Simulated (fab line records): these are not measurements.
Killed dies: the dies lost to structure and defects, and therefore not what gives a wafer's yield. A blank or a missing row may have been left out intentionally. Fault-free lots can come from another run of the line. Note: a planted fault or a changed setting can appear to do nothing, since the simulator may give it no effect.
fab line records / flow n5_finfet / part 2 of 2: steps 19 to 31 of 31
record: lots: 5 wafers: 15 last_day: 19
route steps=1938 shown BEOL_M15@1820 PASS1_DEP@1831 MIM_BOT@1832 MIM_TOP@1834 MIM_TOP_LITHO@1839
lots untouched by any fault: they come from a run of this same line in which no faults occurred
start_h: start of the lot's first displayed wafer, in hours after the record's first day / wait_h: hours from the lot's prior step to this one / " the same as in the row above / L1.1+2: a single row standing in for several wafers / - value missing, or start not given / * or withheld: withheld / < > ~ a bound
route shown NAME@n: names a module that has steps shown in the file, with the first one's number in the route / usual: mean/standard deviation taken from wafers without a fault / same: alike in all rows / chamber/n: place in a boat / sites: readings site by site / _std_site: how widely they spread, as a standard deviation / _edge_site: mean of outer sites minus mean of inner sites / radius_mm: how far each site lies from the wafer's centre / mask NAME#n: copy n / behind: tool/chamber where the wafer was last shaped / hold: why the lot was held/for how many hours/how that ended / device: transistor that didn't switch, given as n, p or np / end of line: the tests these same wafers got at the end of their route / step lacking rows: just its recipe / killed: not the wafer's yield, but the dies lost to structure and defects at the first sort / map: a wafer's dies, x killed, . not, _ none there
set.NAME: setting as actually run; set.NAME@STEP: the setting as run at that earlier step / model.NAME: the simulator's own value behind a step, which no gauge read
certain route steps with their lots: each step a table, each wafer a row
services: a tool's chamber out of use, with start hour (start_h, from the record's first day; less than 0 if before it), hours out, and reason
== steps ==
step: N5_MIM_TOP_SPUTTER_03
recipe: material: TiN target_thk_a: 350 temp_c: 200 power_w: 3000 chamber_pressure_pa: 0.49996 gas: Ar reactive_partial_pa: 0.37997 time_s: 89.7
usual: chamber_pressure_pa: 0.5000/0.00094 throttle_valve_pct: 30.4/0.93
lot.wafer=L077.1 tool=pvd_sputter-02 chamber=- start_h=313.38 wait_h=0.0 chamber_pressure_pa=0.5017 throttle_valve_pct=31.7
lot.wafer=L077.4 tool=pvd_sputter-02 chamber=- start_h=313.38 wait_h=0.0 chamber_pressure_pa=0.4995 throttle_valve_pct=30.1
lot.wafer=L077.5 tool=pvd_sputter-02 chamber=- start_h=313.38 wait_h=0.0 chamber_pressure_pa=0.4986 throttle_valve_pct=29.9
lot.wafer=L081.1 tool=pvd_sputter-03 chamber=- start_h=330.40 wait_h=0.0 chamber_pressure_pa=0.4989 throttle_valve_pct=30.1
lot.wafer=L081.2 tool=pvd_sputter-03 chamber=- start_h=330.40 wait_h=0.0 chamber_pressure_pa=0.4994 throttle_valve_pct=31.2
lot.wafer=L081.4 tool=pvd_sputter-03 chamber=- start_h=330.40 wait_h=0.0 chamber_pressure_pa=0.5000 throttle_valve_pct=30.0
lot.wafer=L088.1 tool=pvd_sputter-03 chamber=- start_h=395.44 wait_h=0.0 chamber_pressure_pa=0.5001 throttle_valve_pct=31.7
lot.wafer=L088.5 tool=pvd_sputter-03 chamber=- start_h=395.44 wait_h=0.0 chamber_pressure_pa=0.4996 throttle_valve_pct=31.3
lot.wafer=L088.6 tool=pvd_sputter-03 chamber=- start_h=395.44 wait_h=0.0 chamber_pressure_pa=0.5017 throttle_valve_pct=29.7
lot.wafer=L092.2 tool=pvd_sputter-02 chamber=- start_h=416.32 wait_h=0.0 chamber_pressure_pa=0.5013 throttle_valve_pct=31.9
lot.wafer=L092.4 tool=pvd_sputter-02 chamber=- start_h=416.32 wait_h=0.0 chamber_pressure_pa=0.5010 throttle_valve_pct=29.8
lot.wafer=L092.6 tool=pvd_sputter-02 chamber=- start_h=416.32 wait_h=0.0 chamber_pressure_pa=0.4991 throttle_valve_pct=29.6
lot.wafer=L095.2 tool=pvd_sputter-01 chamber=- start_h=431.67 wait_h=0.0 chamber_pressure_pa=0.5011 throttle_valve_pct=28.1
lot.wafer=L095.3 tool=pvd_sputter-01 chamber=- start_h=431.67 wait_h=0.0 chamber_pressure_pa=0.4983 throttle_valve_pct=30.2
lot.wafer=L095.6 tool=pvd_sputter-01 chamber=- start_h=431.67 wait_h=0.0 chamber_pressure_pa=0.4996 throttle_valve_pct=30.1
step: N5_MIM_TOP_LITHO_HMDS_01
recipe: time_s: 60 temp_c: 120
lot.wafer=L077.1+4+5 tool=litho_track-02 chamber=0 start_h=313.49 wait_h=0.1
lot.wafer=L081.1+2+4 tool=litho_track-04 chamber=0 start_h=330.51 wait_h=0.1
lot.wafer=L088.1+5+6 tool=litho_track-02 chamber=0 start_h=395.55 wait_h=0.1
lot.wafer=L092.2+4+6 tool=litho_track-02 chamber=0 start_h=416.43 wait_h=0.1
lot.wafer=L095.2+3+6 tool=litho_track-02 chamber=0 start_h=431.77 wait_h=0.1
step: N5_MIM_TOP_LITHO_COAT_02
recipe: spin_rpm: * resist_thk_nm: *
lot.wafer=L077.1+4+5 tool=litho_track-02 chamber=0 start_h=- wait_h=-
lot.wafer=L081.1+2+4 tool=litho_track-04 chamber=0 start_h=- wait_h=-
lot.wafer=L088.1+5+6 tool=litho_track-02 chamber=0 start_h=- wait_h=-
lot.wafer=L092.2+4+6 tool=litho_track-02 chamber=0 start_h=- wait_h=-
lot.wafer=L095.2+3+6 tool=litho_track-02 chamber=0 start_h=- wait_h=-
step: N5_MIM_TOP_LITHO_EBR_04
recipe: solvent: PGMEA ebr_width_mm: 1.5
lot.wafer=L077.1+4+5 tool=litho_track-02 chamber=0 start_h=- wait_h=-
lot.wafer=L081.1+2+4 tool=litho_track-04 chamber=0 start_h=- wait_h=-
lot.wafer=L088.1+5+6 tool=litho_track-02 chamber=0 start_h=- wait_h=-
lot.wafer=L092.2+4+6 tool=litho_track-02 chamber=0 start_h=- wait_h=-
lot.wafer=L095.2+3+6 tool=litho_track-02 chamber=0 start_h=- wait_h=-
step: N5_MIM_TOP_LITHO_SOFTBAKE_03
recipe: temp_c: 100 time_s: 90
lot.wafer=L077.1+4+5 tool=litho_track-02 chamber=0 start_h=- wait_h=-
lot.wafer=L081.1+2+4 tool=litho_track-04 chamber=0 start_h=- wait_h=-
lot.wafer=L088.1+5+6 tool=litho_track-02 chamber=0 start_h=- wait_h=-
lot.wafer=L092.2+4+6 tool=litho_track-02 chamber=0 start_h=- wait_h=-
lot.wafer=L095.2+3+6 tool=litho_track-02 chamber=0 start_h=- wait_h=-
step: N5_MIM_TOP_LITHO_EXPOSE_05
recipe: mask_id: MIM_TOP na: 0.55 source_shape: conventional sigma_outer: 0.8 polarization: unpolarized target_cd_nm: 2000 dose_mj: 20.5
usual: focus_offset_nm: -0.1/0.56
lot.wafer=L077.1 tool=krf_scanner-02 chamber=0 start_h=313.72 wait_h=- mask=MIM_TOP#0 focus_offset_nm=-0.7
lot.wafer=L077.4 tool=krf_scanner-02 chamber=0 start_h=313.72 wait_h=- mask=MIM_TOP#0 focus_offset_nm=-0.5
lot.wafer=L077.5 tool=krf_scanner-02 chamber=0 start_h=313.72 wait_h=- mask=MIM_TOP#0 focus_offset_nm=0.3
lot.wafer=L081.1 tool=krf_scanner-01 chamber=0 start_h=330.74 wait_h=- mask=MIM_TOP#0 focus_offset_nm=-0.4
lot.wafer=L081.2 tool=krf_scanner-01 chamber=0 start_h=330.74 wait_h=- mask=MIM_TOP#0 focus_offset_nm=-0.5
lot.wafer=L081.4 tool=krf_scanner-01 chamber=0 start_h=330.74 wait_h=- mask=MIM_TOP#0 focus_offset_nm=-0.1
lot.wafer=L088.1 tool=krf_scanner-02 chamber=0 start_h=395.66 wait_h=- mask=MIM_TOP#0 focus_offset_nm=-0.2
lot.wafer=L088.5 tool=krf_scanner-02 chamber=0 start_h=395.66 wait_h=- mask=MIM_TOP#0 focus_offset_nm=0.1
lot.wafer=L088.6 tool=krf_scanner-02 chamber=0 start_h=395.66 wait_h=- mask=MIM_TOP#0 focus_offset_nm=-0.2
lot.wafer=L092.2 tool=krf_scanner-02 chamber=0 start_h=416.54 wait_h=- mask=MIM_TOP#0 focus_offset_nm=0.2
lot.wafer=L092.4 tool=krf_scanner-02 chamber=0 start_h=416.54 wait_h=- mask=MIM_TOP#0 focus_offset_nm=-0.1
lot.wafer=L092.6 tool=krf_scanner-02 chamber=0 start_h=416.54 wait_h=- mask=MIM_TOP#0 focus_offset_nm=0.1
lot.wafer=L095.2 tool=krf_scanner-02 chamber=0 start_h=432.01 wait_h=- mask=MIM_TOP#0 focus_offset_nm=0.6
lot.wafer=L095.3 tool=krf_scanner-02 chamber=0 start_h=432.01 wait_h=- mask=MIM_TOP#0 focus_offset_nm=0.7
lot.wafer=L095.6 tool=krf_scanner-02 chamber=0 start_h=432.01 wait_h=- mask=MIM_TOP#0 focus_offset_nm=1.3
step: N5_MIM_TOP_LITHO_PEB_06
recipe: peb_temp_c: withheld peb_time_s: *
lot.wafer=L077.1+4+5 tool=litho_track-03 chamber=0 start_h=313.78 wait_h=0.1
lot.wafer=L081.1+2+4 tool=litho_track-02 chamber=0 start_h=330.80 wait_h=0.1
lot.wafer=L088.1+5+6 tool=litho_track-02 chamber=0 start_h=395.71 wait_h=0.1
lot.wafer=L092.2+4+6 tool=litho_track-02 chamber=0 start_h=416.60 wait_h=0.0
lot.wafer=L095.2+3+6 tool=litho_track-04 chamber=0 start_h=432.06 wait_h=0.0
step: N5_MIM_TOP_LITHO_DEVELOP_07
recipe: develop_time_s: 60 rinse_liquid: diw dry: air_spin dev_temp_c: 21
lot.wafer=L077.1+4+5 tool=litho_track-03 chamber=0 start_h=- wait_h=-
lot.wafer=L081.1+2+4 tool=litho_track-02 chamber=0 start_h=- wait_h=-
lot.wafer=L088.1+5+6 tool=litho_track-02 chamber=0 start_h=- wait_h=-
lot.wafer=L092.2+4+6 tool=litho_track-02 chamber=0 start_h=- wait_h=-
lot.wafer=L095.2+3+6 tool=litho_track-04 chamber=0 start_h=- wait_h=-
step: N5_MIM_TOP_LITHO_HARDBAKE_09
recipe: temp_c: 130 time_s: 120
lot.wafer=L077.1+4+5 tool=litho_track-03 chamber=0 start_h=- wait_h=-
lot.wafer=L081.1+2+4 tool=litho_track-02 chamber=0 start_h=- wait_h=-
lot.wafer=L088.1+5+6 tool=litho_track-02 chamber=0 start_h=- wait_h=-
lot.wafer=L092.2+4+6 tool=litho_track-02 chamber=0 start_h=- wait_h=-
lot.wafer=L095.2+3+6 tool=litho_track-04 chamber=0 start_h=- wait_h=-
step: N5_MIM_TOP_LITHO_CD_MEAS_08
recipe: target_cd_nm: 2000 landing_energy_ev: 500 detector: se_inlens
usual: cd_nm: 2001.1/1.8
lot.wafer=L077.1 tool=cd_sem-02 chamber=0 start_h=313.90 wait_h=- cd_nm=2002.3
lot.wafer=L077.4 tool=cd_sem-02 chamber=0 start_h=313.90 wait_h=- cd_nm=2001.0
lot.wafer=L077.5 tool=cd_sem-02 chamber=0 start_h=313.90 wait_h=- cd_nm=2001.1
lot.wafer=L081.1 tool=cd_sem-03 chamber=0 start_h=330.92 wait_h=- cd_nm=2002.3
lot.wafer=L081.2 tool=cd_sem-03 chamber=0 start_h=330.92 wait_h=- cd_nm=1999.2
lot.wafer=L081.4 tool=cd_sem-03 chamber=0 start_h=330.92 wait_h=- cd_nm=2001.7
lot.wafer=L088.1 tool=cd_sem-02 chamber=0 start_h=395.83 wait_h=- cd_nm=2001.5
lot.wafer=L088.5 tool=cd_sem-02 chamber=0 start_h=395.83 wait_h=- cd_nm=2001.4
lot.wafer=L088.6 tool=cd_sem-02 chamber=0 start_h=395.83 wait_h=- cd_nm=2003.8
lot.wafer=L092.2 tool=cd_sem-02 chamber=0 start_h=416.72 wait_h=- cd_nm=1999.9
lot.wafer=L092.4 tool=cd_sem-02 chamber=0 start_h=416.72 wait_h=- cd_nm=1998.6
lot.wafer=L092.6 tool=cd_sem-02 chamber=0 start_h=416.72 wait_h=- cd_nm=1998.3
lot.wafer=L095.2 tool=cd_sem-01 chamber=0 start_h=432.18 wait_h=- cd_nm=2003.4
lot.wafer=L095.3 tool=cd_sem-01 chamber=0 start_h=432.18 wait_h=- cd_nm=2000.4
lot.wafer=L095.6 tool=cd_sem-01 chamber=0 start_h=432.18 wait_h=- cd_nm=2003.8
step: N5_MIM_TOP_LITHO_OVL_MEAS_11
recipe: points_per_wafer: 44
usual: MIM_TOP_OVL: -2/5.9
lot.wafer=L077.1 tool=overlay-02 chamber=0 start_h=313.93 wait_h=0.0 MIM_TOP_OVL[nm]=10
lot.wafer=L077.4 tool=overlay-02 chamber=0 start_h=313.93 wait_h=0.0 MIM_TOP_OVL[nm]=1
lot.wafer=L077.5 tool=overlay-02 chamber=0 start_h=313.93 wait_h=0.0 MIM_TOP_OVL[nm]=-3
lot.wafer=L081.1 tool=overlay-02 chamber=0 start_h=330.95 wait_h=0.0 MIM_TOP_OVL[nm]=4
lot.wafer=L081.2 tool=overlay-02 chamber=0 start_h=330.95 wait_h=0.0 MIM_TOP_OVL[nm]=0
lot.wafer=L081.4 tool=overlay-02 chamber=0 start_h=330.95 wait_h=0.0 MIM_TOP_OVL[nm]=-6
lot.wafer=L088.1 tool=overlay-01 chamber=0 start_h=395.86 wait_h=0.0 MIM_TOP_OVL[nm]=8
lot.wafer=L088.5 tool=overlay-01 chamber=0 start_h=395.86 wait_h=0.0 MIM_TOP_OVL[nm]=-1
lot.wafer=L088.6 tool=overlay-01 chamber=0 start_h=395.86 wait_h=0.0 MIM_TOP_OVL[nm]=-9
lot.wafer=L092.2 tool=overlay-02 chamber=0 start_h=416.74 wait_h=0.0 MIM_TOP_OVL[nm]=-10
lot.wafer=L092.4 tool=overlay-02 chamber=0 start_h=416.74 wait_h=0.0 MIM_TOP_OVL[nm]=-1
lot.wafer=L092.6 tool=overlay-02 chamber=0 start_h=416.74 wait_h=0.0 MIM_TOP_OVL[nm]=7
lot.wafer=L095.2 tool=overlay-01 chamber=0 start_h=432.21 wait_h=0.0 MIM_TOP_OVL[nm]=-8
lot.wafer=L095.3 tool=overlay-01 chamber=0 start_h=432.21 wait_h=0.0 MIM_TOP_OVL[nm]=1
lot.wafer=L095.6 tool=overlay-01 chamber=0 start_h=432.21 wait_h=0.0 MIM_TOP_OVL[nm]=-3
step: N5_MIM_TOP_LITHO_INSPECT_12
recipe: mode: adi inspect_instrument: macro
usual: raw_defect_count: 2.2/1.5
lot.wafer=L077.1 tool=defect_inspect-02 chamber=- start_h=313.95 wait_h=0.0 raw_defect_count=2
lot.wafer=L077.4 tool=defect_inspect-02 chamber=- start_h=313.95 wait_h=0.0 raw_defect_count=0
lot.wafer=L077.5 tool=defect_inspect-02 chamber=- start_h=313.95 wait_h=0.0 raw_defect_count=2
lot.wafer=L081.1 tool=defect_inspect-02 chamber=- start_h=330.97 wait_h=0.0 raw_defect_count=7
lot.wafer=L081.2 tool=defect_inspect-02 chamber=- start_h=330.97 wait_h=0.0 raw_defect_count=3
lot.wafer=L081.4 tool=defect_inspect-02 chamber=- start_h=330.97 wait_h=0.0 raw_defect_count=3
lot.wafer=L088.1 tool=defect_inspect-02 chamber=- start_h=395.89 wait_h=0.0 raw_defect_count=1
lot.wafer=L088.5 tool=defect_inspect-02 chamber=- start_h=395.89 wait_h=0.0 raw_defect_count=0
lot.wafer=L088.6 tool=defect_inspect-02 chamber=- start_h=395.89 wait_h=0.0 raw_defect_count=3
lot.wafer=L092.2 tool=defect_inspect-01 chamber=- start_h=416.77 wait_h=0.0 raw_defect_count=2
lot.wafer=L092.4 tool=defect_inspect-01 chamber=- start_h=416.77 wait_h=0.0 raw_defect_count=4
lot.wafer=L092.6 tool=defect_inspect-01 chamber=- start_h=416.77 wait_h=0.0 raw_defect_count=2
lot.wafer=L095.2 tool=defect_inspect-01 chamber=- start_h=432.24 wait_h=0.0 raw_defect_count=1
lot.wafer=L095.3 tool=defect_inspect-01 chamber=- start_h=432.24 wait_h=0.0 raw_defect_count=2
lot.wafer=L095.6 tool=defect_inspect-01 chamber=- start_h=432.24 wait_h=0.0 raw_defect_count=3
step: N5_MIM_TOP_LITHO_DESCUM_10
recipe: chemistry: O2 time_s: 7.9 source_power_w: 50 bias_power_w: 20 pressure_mtorr: 20 rf_frequency_hz: 2.712e+07 temp_c: 40 o2_flow_sccm: 225
usual: drypump_motor_current_A: 5.8/0.42 oes_product_au: 0.84/0.094 rf_vpp_V: 243.6/1.3 showerhead_plenum_p_Torr: 2.12/0.077 throttle_valve_pct: 20.40/0.25
lot.wafer=L077.1 tool=rie_diel-02 chamber=3 start_h=314.40 wait_h=0.5 drypump_motor_current_A=4.9 oes_product_au=0.98 rf_hours_counter_h=4 rf_vpp_V=244.0 showerhead_plenum_p_Torr=2.04 throttle_valve_pct=19.94
lot.wafer=L077.4 tool=rie_diel-02 chamber=3 start_h=314.40 wait_h=0.5 drypump_motor_current_A=4.9 oes_product_au=0.97 rf_hours_counter_h=- rf_vpp_V=243.2 showerhead_plenum_p_Torr=2.04 throttle_valve_pct=19.95
lot.wafer=L077.5 tool=rie_diel-02 chamber=2 start_h=314.40 wait_h=0.5 drypump_motor_current_A=6.4 oes_product_au=0.77 rf_hours_counter_h=- rf_vpp_V=243.3 showerhead_plenum_p_Torr=2.21 throttle_valve_pct=20.53
lot.wafer=L081.1 tool=rie_diel-05 chamber=3 start_h=331.30 wait_h=0.3 drypump_motor_current_A=6.1 oes_product_au=0.70 rf_hours_counter_h=221 rf_vpp_V=242.7 showerhead_plenum_p_Torr=2.06 throttle_valve_pct=20.54
lot.wafer=L081.2 tool=rie_diel-05 chamber=0 start_h=331.30 wait_h=0.3 drypump_motor_current_A=5.6 oes_product_au=0.98 rf_hours_counter_h=3 rf_vpp_V=242.3 showerhead_plenum_p_Torr=2.07 throttle_valve_pct=20.55
lot.wafer=L081.4 tool=rie_diel-05 chamber=3 start_h=331.30 wait_h=0.3 drypump_motor_current_A=6.1 oes_product_au=0.69 rf_hours_counter_h=- rf_vpp_V=243.8 showerhead_plenum_p_Torr=2.06 throttle_valve_pct=20.54
lot.wafer=L088.1 tool=rie_diel-02 chamber=3 start_h=395.92 wait_h=0.0 drypump_motor_current_A=4.9 oes_product_au=0.88 rf_hours_counter_h=47 rf_vpp_V=242.1 showerhead_plenum_p_Torr=2.02 throttle_valve_pct=20.01
lot.wafer=L088.5 tool=rie_diel-02 chamber=3 start_h=395.92 wait_h=0.0 drypump_motor_current_A=4.9 oes_product_au=0.88 rf_hours_counter_h=- rf_vpp_V=241.5 showerhead_plenum_p_Torr=2.02 throttle_valve_pct=20.00
lot.wafer=L088.6 tool=rie_diel-02 chamber=0 start_h=395.92 wait_h=0.0 drypump_motor_current_A=5.7 oes_product_au=0.83 rf_hours_counter_h=- rf_vpp_V=244.1 showerhead_plenum_p_Torr=2.22 throttle_valve_pct=20.21
lot.wafer=L092.2 tool=rie_diel-05 chamber=2 start_h=416.80 wait_h=0.0 drypump_motor_current_A=5.5 oes_product_au=0.92 rf_hours_counter_h=23 rf_vpp_V=243.5 showerhead_plenum_p_Torr=2.16 throttle_valve_pct=20.08
lot.wafer=L092.4 tool=rie_diel-05 chamber=1 start_h=416.80 wait_h=0.0 drypump_motor_current_A=6.5 oes_product_au=0.87 rf_hours_counter_h=- rf_vpp_V=246.2 showerhead_plenum_p_Torr=2.20 throttle_valve_pct=20.35
lot.wafer=L092.6 tool=rie_diel-05 chamber=2 start_h=416.80 wait_h=0.0 drypump_motor_current_A=5.5 oes_product_au=0.91 rf_hours_counter_h=- rf_vpp_V=243.6 showerhead_plenum_p_Torr=2.16 throttle_valve_pct=20.09
lot.wafer=L095.2 tool=rie_diel-05 chamber=0 start_h=432.33 wait_h=0.1 drypump_motor_current_A=5.6 oes_product_au=0.89 rf_hours_counter_h=35 rf_vpp_V=243.4 showerhead_plenum_p_Torr=2.05 throttle_valve_pct=20.60
lot.wafer=L095.3 tool=rie_diel-05 chamber=2 start_h=432.33 wait_h=0.1 drypump_motor_current_A=5.5 oes_product_au=0.88 rf_hours_counter_h=32 rf_vpp_V=244.0 showerhead_plenum_p_Torr=2.16 throttle_valve_pct=20.10
lot.wafer=L095.6 tool=rie_diel-05 chamber=1 start_h=432.33 wait_h=0.1 drypump_motor_current_A=6.5 oes_product_au=0.84 rf_hours_counter_h=- rf_vpp_V=244.2 showerhead_plenum_p_Torr=2.20 throttle_valve_pct=20.34
== services ==
tool=pecvd-02 chamber=1 start_h=291.84 hours=19.8 kind=repair
tool=rie_diel-05 chamber=2 start_h=293.30 hours=10.5 kind=repair
tool=cmp-04 chamber=- start_h=296.05 hours=0.3 kind=repair
tool=rie_diel-05 chamber=- start_h=300.33 hours=0.8 kind=repair
tool=ald_hk-01 chamber=- start_h=308.60 hours=4.3 kind=pm
tool=cmp-04 chamber=- start_h=315.94 hours=0.9 kind=repair
tool=cmp-04 chamber=- start_h=322.00 hours=0.2 kind=repair
tool=rie_diel-05 chamber=- start_h=333.67 hours=14.6 kind=pm
tool=krf_scanner-02 chamber=- start_h=343.08 hours=1.0 kind=pm
tool=pecvd-01 chamber=- start_h=353.31 hours=0.8 kind=repair
tool=rie_diel-05 chamber=0 start_h=359.71 hours=4.8 kind=repair
tool=krf_scanner-02 chamber=- start_h=360.15 hours=0.8 kind=pm
tool=ald_hk-01 chamber=- start_h=371.94 hours=2.8 kind=pm
tool=cmp-04 chamber=- start_h=373.59 hours=2.6 kind=repair
tool=pvd_sputter-02 chamber=- start_h=375.57 hours=6.0 kind=repair
tool=pvd_sputter-03 chamber=- start_h=378.12 hours=2.5 kind=repair
tool=pecvd-02 chamber=0 start_h=388.25 hours=6.3 kind=repair
tool=ald_hk-02 chamber=- start_h=396.20 hours=14.6 kind=pm
tool=pecvd-02 chamber=- start_h=404.61 hours=0.9 kind=repair
tool=krf_scanner-02 chamber=- start_h=407.00 hours=2.9 kind=repair
tool=pecvd-01 chamber=- start_h=409.82 hours=2.8 kind=pm
tool=pvd_sputter-01 chamber=- start_h=414.55 hours=1.5 kind=repair
tool=pecvd-02 chamber=- start_h=416.50 hours=0.8 kind=repair
tool=krf_scanner-02 chamber=- start_h=427.68 hours=1.3 kind=pm
